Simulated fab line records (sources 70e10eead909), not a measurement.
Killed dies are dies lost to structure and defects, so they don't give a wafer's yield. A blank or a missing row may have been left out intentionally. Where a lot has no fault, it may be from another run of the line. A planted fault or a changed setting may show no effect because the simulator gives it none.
Matching of chambers + flow nand harc + 3 sister chambers for NHARC_A_STAIRCASE_DEP_417 on pecvd-04
The step deposits Si3N4, target thk 60 nm. 3 wafers are shown with their chamber, then 7 later ones without.

== WAFERS PAIRED WITH THEIR CHAMBERS ==
| wafer  | chamber | heater power w (W) |
|--------|---------|--------------------|
| L084.5 | 2       | 823                |
| L086.2 | 0       | 821                |
| L086.4 | 1       | 892                |

== WAFERS WITH NO CHAMBER GIVEN ==
| wafer  | heater power w (W) |
|--------|--------------------|
| L086.6 | 661                |
| L095.3 | 899                |
| L095.5 | 819                |
| L095.6 | 908                |
| L097.3 | 813                |
| L097.4 | 695                |
| L097.5 | 808                |

== WHICH CHAMBER EACH ONE RAN IN ==
| wafer  | from the rows above          | in truth |
|--------|------------------------------|----------|
| L086.6 | can't be placed: 0 or 2 or 1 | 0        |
| L095.3 | can't be placed: 1 or 2 or 0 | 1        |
| L095.5 | can't be placed: 0 or 2 or 1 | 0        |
| L095.6 | can't be placed: 1 or 2 or 0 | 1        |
| L097.3 | can't be placed: 0 or 2 or 1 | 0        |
| L097.4 | can't be placed: 0 or 2 or 1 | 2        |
| L097.5 | can't be placed: 0 or 2 or 1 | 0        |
Correct placement for 0 of the 7. Not placeable from these rows: 7 (in 7, the candidates include the true chamber). 0 placed wrongly.
How it was worked out, from the rows above alone: a wafer's distance from a chamber is the root of the sum, over the readings, of the square of ((its reading less the chamber's mean) divided by the reading's scatter). The wafer belongs to the nearest chamber; if the next one is less than 2 further off, it can't be placed. For every chamber, the mean is computed from those of its wafers that are shown. The scatter: with one shown wafer a chamber, the root of the mean of the squares of how far each hidden wafer lies from its nearest shown one.
